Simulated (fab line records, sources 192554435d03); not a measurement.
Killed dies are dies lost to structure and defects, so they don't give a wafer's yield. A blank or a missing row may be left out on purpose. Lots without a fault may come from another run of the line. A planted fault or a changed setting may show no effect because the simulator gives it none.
Split-lot experiment | flow n5_finfet | 7 lots, 21 wafers read, on a route of 1938 steps

THE SPLIT
At N5_BEOL_M0_SAQP_EXPOSE_37 (exposes mask M0 CUT1, target cd 30 nm), the setting dose_mj was moved away from the recipe's 44.75 on 7 of the 21 wafers read, by -6.5% to -3.2%. The other wafers ran this setting at the recipe's value.

FROM THE SPLIT TO THE READING: what the file shows between them, 2 steps
- N5_BEOL_M0_SAQP_PEB_38: peb time 60 s
- N5_BEOL_M0_SAQP_DEVELOP_39: develop time 30 s

THE READING
cd_nm, in nm, at N5_BEOL_M0_SAQP_CD_MEAS_40 (target cd 30 nm). Fault-free wafers of this fab line usually give 30.13 nm, standard deviation 0.23 nm.

wafer  | tool, chamber at the split | dose_mj as run | against the recipe | cd_nm, nm | against lot-mates on the recipe
L080.1 | euv_scanner-02, 0          | 44.75          | recipe             | 30.11     | -
L080.2 | euv_scanner-02, 0          | 44.75          | recipe             | 30.01     | -
L080.5 | euv_scanner-02, 0          | 44.75          | recipe             | 30.02     | -
L087.1 | euv_scanner-01, 0          | 43.24          | -3.4%              | 28.85     | -1.07
L087.2 | euv_scanner-01, 0          | 43.24          | -3.4%              | 29.52     | -0.40
L087.4 | euv_scanner-01, 0          | 44.75          | recipe             | 29.92     | -
L090.1 | euv_scanner-02, 0          | 44.75          | recipe             | 30.35     | -
L090.5 | euv_scanner-02, 0          | 44.75          | recipe             | 29.91     | -
L090.6 | euv_scanner-02, 0          | 42.05          | -6.0%              | 28.74     | -1.39
L091.1 | euv_scanner-01, 0          | 43.32          | -3.2%              | 29.52     | -0.75
L091.5 | euv_scanner-01, 0          | 44.75          | recipe             | 30.27     | -
L091.6 | euv_scanner-01, 0          | 43.32          | -3.2%              | 29.09     | -1.18
L093.1 | euv_scanner-01, 0          | 44.75          | recipe             | 29.97     | -
L093.2 | euv_scanner-01, 0          | 44.75          | recipe             | 30.12     | -
L093.5 | euv_scanner-01, 0          | 44.75          | recipe             | 30.26     | -
L095.1 | euv_scanner-02, 0          | 41.85          | -6.5%              | 28.50     | -1.58
L095.3 | euv_scanner-02, 0          | 44.75          | recipe             | 30.08     | -
L095.6 | euv_scanner-02, 0          | 41.85          | -6.5%              | 28.61     | -1.47
L096.1 | euv_scanner-01, 0          | 44.75          | recipe             | 29.83     | -
L096.3 | euv_scanner-01, 0          | 44.75          | recipe             | 29.96     | -
L096.6 | euv_scanner-01, 0          | 44.75          | recipe             | 30.02     | -

THE FIT
A straight line over all 21 wafers: cd_nm changes by +0.232 nm for each +1% of dose_mj; r = +0.95; the points scatter about the line by 0.18 nm.
The same after taking each lot's own level away (the mean of its wafers on the recipe; 21 wafers): +0.238 nm for each +1%; r = +0.96; scatter 0.17 nm.
On that fit, the largest move of dose_mj shifts the reading by 1.5 nm.
The lots' own levels span 29.920 to 30.270 nm, that is 1.5 times the standard deviation above.
So the lot-to-lot level changes the slope little: the two slopes agree.
Check: with one of the wafers moved furthest among these (-6.5%) left out of the fit, the line predicts -1.54 nm for it against its lot-mates. It came out at -1.58 nm against them.

OTHER SPLITS ON THESE WAFERS
These wafers also went through other splits before the reading. Each is held against what the fit with the lots' levels taken away leaves over:
other split on the same wafers              | wafers away from the commonest value | r with cd_nm (lot level and that fit taken away)
N5_GATE_CUT_DESCUM_18 time_s                | 8                                    | -0.18
N5_MOL_CONTACT_COAG_PECVD_31 temp_c         | 10                                   | -0.43
N5_MOL_CONTACT_COAG_VIA_ETCH_117 bias_w     | 8                                    | +0.09
N5_MOL_CONTACT_COAG_CVD_140 target_thk_a    | 6                                    | -0.03
N5_BEOL_M0_SAQP_SPACER2_ALD_26 target_thk_a | 10                                   | -0.21

THE WHOLE CHAIN: every reading that the file lists as answering this split, in the file's order
step                        | what it does                                                           | reading                                                             | change (the file's fit)               | r (the file's)
N5_BEOL_M0_SAQP_CD_MEAS_40  | target cd 30 nm                                                        | cd_nm                                                               | +0.238 nm for each +1% of the setting | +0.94
N5_BEOL_M0_SAQP_DESCUM_45   | chemistry O2, time 7 s                                                 | BEOL_M0_SAQP.cd_nm (the simulator's own value, which no gauge read) | +0.219 nm for each +1% of the setting | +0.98
N5_BEOL_M0_SAQP_CUT_ETCH_46 | etches SOC in N2/H2, target depth 135 nm, overetch 27 nm, time 202.5 s | BEOL_M0_SAQP.cd_nm (the simulator's own value, which no gauge read) | +0.229 nm for each +1% of the setting | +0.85

THE FILE'S OWN FIT
cd_nm changes by +0.238 nm for each +1% of dose_mj, r = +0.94.
